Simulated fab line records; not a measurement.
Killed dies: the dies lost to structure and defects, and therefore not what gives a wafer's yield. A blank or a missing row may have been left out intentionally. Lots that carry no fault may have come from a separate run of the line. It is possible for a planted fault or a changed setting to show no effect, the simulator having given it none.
Split-lot trial + flow n5-finfet + route with 1938 steps; 7 lots, 21 wafers read

## SPLIT DETAILS
At N5_HKMG_FIN_ETCH_55 (etches SOC in N2/H2, target depth 240 nm, time 300 s), the setting time-s was moved away from the recipe's 300 s on 7 of the 21 wafers read, by -13.1% to +19.0%. For the rest of the wafers, this setting stayed at what the recipe calls for.

The split's own step is where the reading is taken.

## THE READING
SiARC_of_HKMG_FIN_COAT_42.thk-nm (the simulator's own value, which no gauge read), in nm, at N5_HKMG_FIN_ETCH_55 (etches SOC in N2/H2, target depth 240 nm, time 300 s). No usual value for it is given in the file. Across the 14 wafers here that went through the recipe, the average is 21.2 nm and the standard deviation 0.19 nm.

| wafer  | tool, chamber at the split | time-s as run, s | against the recipe | SiARC_of_HKMG_FIN_COAT_42.thk-nm, nm | against lot-mates on the recipe |
|--------|----------------------------|------------------|--------------------|--------------------------------------|---------------------------------|
| L075.2 | rie-diel-04, 2             | 349.5            | +16.5%             | 18.4                                 | -2.6                            |
| L075.3 | rie-diel-04, 3             | 349.5            | +16.5%             | 19                                   | -2.0                            |
| L075.5 | rie-diel-04, 2             | 300              | recipe             | 21                                   | -                               |
| L077.1 | rie-diel-05, 1             | 357              | +19.0%             | 18.2                                 | -3.1                            |
| L077.2 | rie-diel-05, 3             | 300              | recipe             | 21.2                                 | -                               |
| L077.3 | rie-diel-05, 0             | 300              | recipe             | 21.4                                 | -                               |
| L081.3 | rie-diel-05, 1             | 300              | recipe             | 21.2                                 | -                               |
| L081.5 | rie-diel-05, 1             | 300              | recipe             | 21                                   | -                               |
| L081.6 | rie-diel-05, 3             | 300              | recipe             | 21.6                                 | -                               |
| L085.1 | rie-diel-05, 3             | 300              | recipe             | 21.2                                 | -                               |
| L085.3 | rie-diel-05, 1             | 300              | recipe             | 21                                   | -                               |
| L085.4 | rie-diel-05, 1             | 322.7            | +7.6%              | 19.8                                 | -1.3                            |
| L090.2 | rie-diel-06, 3             | 300              | recipe             | 21.2                                 | -                               |
| L090.4 | rie-diel-06, 0             | 300              | recipe             | 21.4                                 | -                               |
| L090.6 | rie-diel-06, 3             | 300              | recipe             | 21.2                                 | -                               |
| L092.1 | rie-diel-06, 3             | 300              | recipe             | 21.6                                 | -                               |
| L092.4 | rie-diel-06, 0             | 325              | +8.3%              | 20.8                                 | -0.8                            |
| L092.6 | rie-diel-06, 2             | 325              | +8.3%              | 20.2                                 | -1.4                            |
| L097.1 | rie-diel-06, 2             | 300              | recipe             | 21.2                                 | -                               |
| L097.2 | rie-diel-06, 3             | 300              | recipe             | 21.2                                 | -                               |
| L097.3 | rie-diel-06, 1             | 260.6            | -13.1%             | 23.2                                 | +2.0                            |

FIT RESULTS
A straight line over all 21 wafers: SiARC_of_HKMG_FIN_COAT_42.thk-nm changes by -0.151 nm for each +1% of time-s; r = -0.97; the points scatter about the line by 0.28 nm.
The same after taking each lot's own level away (the mean of its wafers on the recipe; 21 wafers): -0.149 nm for each +1%; r = -0.98; scatter 0.21 nm.
That fit puts the effect of the largest move of time-s on the reading at 2.8 nm.
Measured against the standard deviation above, the lots' own levels, which go from 21.00 to 21.60 nm, span 3.2 times it.
The two slopes agree, so the slope changes little with the lot-to-lot level.
Check: with one of the wafers moved furthest among these (+19.0%) left out of the fit, the line predicts -2.71 nm for it against its lot-mates. It came out at -3.1 nm against them.

## THESE WAFERS: OTHER SPLITS
Other splits were also applied to these wafers ahead of the reading. Each is held against what the fit with the lots' levels taken away leaves over:
| other split on the same wafers     | wafers away from the commonest value | r with SiARC_of_HKMG_FIN_COAT_42.thk-nm (lot level and that fit taken away) |
|------------------------------------|--------------------------------------|-----------------------------------------------------------------------------|
| N5_DUMMY_GATE_EXPOSE_12 dose-mj    | 9                                    | -0.11                                                                       |
| N5_SD_EPI_N_ETCH_45 target-depth-a | 8                                    | +0.32                                                                       |
| N5_SD_EPI_N_EPI_21 time-s          | 3                                    | +0.11                                                                       |
| N5_SDB_STRIP_22 power-w            | 7                                    | +0.13                                                                       |
| N5_SDB_CUT_ETCH_26 bias-w          | as run: not given for these wafers   | -                                                                           |
| N5_HKMG_FIN_ETCH_54 source-w       | 3                                    | -0.09                                                                       |

## THE WHOLE CHAIN: every reading that the file lists as answering this split, in the file's order
| step                | what it does                                         | reading                                                                           | change (the file's fit)               | r (the file's) |
|---------------------|------------------------------------------------------|-----------------------------------------------------------------------------------|---------------------------------------|----------------|
| N5_HKMG_FIN_ETCH_55 | etches SOC in N2/H2, target depth 240 nm, time 300 s | HKMG_FIN.feature-depth-nm (the simulator's own value, which no gauge read)        | +2.65 nm for each +1% of the setting  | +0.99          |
| N5_HKMG_FIN_ETCH_55 | etches SOC in N2/H2, target depth 240 nm, time 300 s | etch.depth-nm (the simulator's own value, which no gauge read)                    | +2.65 nm for each +1% of the setting  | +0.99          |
| N5_HKMG_FIN_ETCH_55 | etches SOC in N2/H2, target depth 240 nm, time 300 s | SiARC_of_HKMG_FIN_COAT_42.thk-nm (the simulator's own value, which no gauge read) | -0.152 nm for each +1% of the setting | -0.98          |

## THE FILE'S OWN FIT
SiARC_of_HKMG_FIN_COAT_42.thk-nm changes by -0.152 nm for each +1% of time-s, r = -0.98.
